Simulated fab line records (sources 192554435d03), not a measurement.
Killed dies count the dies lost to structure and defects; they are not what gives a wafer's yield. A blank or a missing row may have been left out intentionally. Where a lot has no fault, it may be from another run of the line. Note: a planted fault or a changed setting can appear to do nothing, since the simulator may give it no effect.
Split-lot study | flow n5-finfet | 39 wafers read across 7 lots, on a route 1938 steps long

== SPLIT DETAILS ==
At N5_BEOL_M0_CUTY_DESCUM_61 (chemistry O2, time 7.9 s), the setting time-s was moved away from the recipe's 7.9 s on 15 of the 39 wafers read, by -57.4% to +47.6%. All remaining wafers had this setting at the recipe value.

No step appears in the file between the split and the reading.

== THE READING ==
CAR-ArF-block_of_BEOL_M0_CUTY_COAT_51.thk-nm (the simulator's own value, which no gauge read), in nm, at N5_BEOL_M0_CUTY_ETCH_62 (etches SiARC in CF4, time 58.5 s). The file does not state a usual value for it. The 24 wafers here that ran the recipe average 118.5 nm, standard deviation 0.37 nm.

wafer  | tool, chamber at the split | time-s as run, s | against the recipe | CAR-ArF-block_of_BEOL_M0_CUTY_COAT_51.thk-nm, nm | against lot-mates on the recipe
L075.3 | rie-diel-02, 1             | 7.9              | recipe             | 118.4                                            | -
L075.6 | rie-diel-02, 3,2           | 7.9              | recipe             | 118.4                                            | -
L075.4 | rie-diel-02, 3,2           | 7.9              | recipe             | 118.6                                            | -
L078.1 | rie-diel-06, 1,0           | 4.936            | -37.5%             | 120.4                                            | +1.5
L078.3 | rie-diel-06, 1,0           | 4.936            | -37.5%             | 120.4                                            | +1.5
L078.2 | rie-diel-06, 2,3           | 7.9              | recipe             | 119                                              | -
L078.4 | rie-diel-06, 3             | 7.9              | recipe             | 119                                              | -
L078.5 | rie-diel-06, 2,3           | 7.9              | recipe             | 118.8                                            | -
L078.6 | rie-diel-06, 0             | 4.936            | -37.5%             | 120.6                                            | +1.7
L081.1 | rie-diel-02, 1,0,1         | 3.365            | -57.4%             | 120.6                                            | +2.8
L081.6 | rie-diel-02, 1,0,1         | 3.365            | -57.4%             | 120.6                                            | +2.8
L081.2 | rie-diel-02, 1,0,1         | 3.365            | -57.4%             | 120.8                                            | +3.0
L081.3 | rie-diel-02, 2,0           | 7.9              | recipe             | 117.6                                            | -
L081.4 | rie-diel-02, 2             | 7.9              | recipe             | 118                                              | -
L081.5 | rie-diel-02, 2,0           | 7.9              | recipe             | 117.8                                            | -
L082.1 | rie-diel-06, 1             | 7.9              | recipe             | 118.4                                            | -
L082.2 | rie-diel-06, 3,2,3         | 7.9              | recipe             | 118.4                                            | -
L082.3 | rie-diel-06, 3,2,3         | 7.9              | recipe             | 118.6                                            | -
L082.6 | rie-diel-06, 3,2,3         | 7.9              | recipe             | 118.6                                            | -
L082.4 | rie-diel-06, 0             | 7.9              | recipe             | 118                                              | -
L082.5 | rie-diel-06, 0             | 7.9              | recipe             | 118.2                                            | -
L089.1 | rie-diel-06, 1             | 7.9              | recipe             | 118.8                                            | -
L089.2 | rie-diel-06, 0             | 4.234            | -46.4%             | 121.2                                            | +2.5
L089.3 | rie-diel-06, 2             | 4.234            | -46.4%             | 121                                              | +2.3
L089.5 | rie-diel-06, 1             | 4.234            | -46.4%             | 121                                              | +2.3
L089.4 | rie-diel-06, 3             | 7.9              | recipe             | 118.6                                            | -
L089.6 | rie-diel-06, 0             | 7.9              | recipe             | 118.6                                            | -
L092.1 | rie-diel-02, 1,2           | 7.9              | recipe             | 118.4                                            | -
L092.3 | rie-diel-02, 1,2           | 7.9              | recipe             | 118.4                                            | -
L092.2 | rie-diel-02, 3             | 11.66            | +47.6%             | 116.6                                            | -2.1
L092.5 | rie-diel-02, 3             | 11.66            | +47.6%             | 116.6                                            | -2.1
L092.4 | rie-diel-02, 0             | 11.66            | +47.6%             | 116.8                                            | -1.9
L092.6 | rie-diel-02, 0             | 7.9              | recipe             | 119.2                                            | -
L094.1 | rie-diel-01, 2             | 7.9              | recipe             | 118.4                                            | -
L094.2 | rie-diel-01, 3             | 4.684            | -40.7%             | 120.8                                            | +2.2
L094.3 | rie-diel-01, 1             | 7.9              | recipe             | 118.6                                            | -
L094.4 | rie-diel-01, 0             | 7.9              | recipe             | 118.8                                            | -
L094.5 | rie-diel-01, 2,3           | 4.684            | -40.7%             | 120.6                                            | +2.0
L094.6 | rie-diel-01, 2,3           | 4.684            | -40.7%             | 120.6                                            | +2.0
The file does not say which wafer passed through which chamber wherever a row lists several chambers: such a row stands for several wafers.

FIT RESULTS
A straight line over all 39 wafers: CAR-ArF-block_of_BEOL_M0_CUTY_COAT_51.thk-nm changes by -0.0449 nm for each +1% of time-s; r = -0.96; the points scatter about the line by 0.38 nm.
The same after taking each lot's own level away (the mean of its wafers on the recipe; 39 wafers): -0.0471 nm for each +1%; r = -0.99; scatter 0.21 nm.
According to that fit, moving time-s by its largest amount changes the reading by 2.7 nm.
From 117.80 to 118.93 nm: that is the span of the lots' own levels, equal to 3.1 times the standard deviation above.
The two slopes agree, so the slope changes little with the lot-to-lot level.
Check: with one of the wafers moved furthest among these (-57.4%) left out of the fit, the line predicts +2.74 nm for it against its lot-mates. It came out at +2.8 nm against them.

== THE OTHER SPLITS THESE WAFERS WENT THROUGH ==
Other splits were also applied to these wafers ahead of the reading. Each is held against what the fit with the lots' levels taken away leaves over:
other split on the same wafers          | wafers away from the commonest value | r with CAR-ArF-block_of_BEOL_M0_CUTY_COAT_51.thk-nm (lot level and that fit taken away)
N5_FIN_SAQP_HM_DEP_72 target-thk-a      | 9                                    | -0.04
N5_SD_EPI_N_ETCH_45 target-depth-a      | 15                                   | +0.18
N5_BEOL_M0_SAQP_HM_DEP_111 target-thk-a | 15                                   | +0.26

== THE WHOLE CHAIN: every reading that the file lists as answering this split, in the file's order ==
step                      | what it does                     | reading                                                                                       | change (the file's fit)                | r (the file's)
N5_BEOL_M0_CUTY_DESCUM_61 | chemistry O2, time 7.9 s         | CAR-ArF-block_of_BEOL_M0_CUTY_COAT_51.thk-nm (the simulator's own value, which no gauge read) | -0.0466 nm for each +1% of the setting | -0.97
N5_BEOL_M0_CUTY_ETCH_62   | etches SiARC in CF4, time 58.5 s | CAR-ArF-block_of_BEOL_M0_CUTY_COAT_51.thk-nm (the simulator's own value, which no gauge read) | -0.0476 nm for each +1% of the setting | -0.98

== FILE'S OWN FIT ==
CAR-ArF-block_of_BEOL_M0_CUTY_COAT_51.thk-nm changes by -0.0476 nm for each +1% of time-s, r = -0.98.
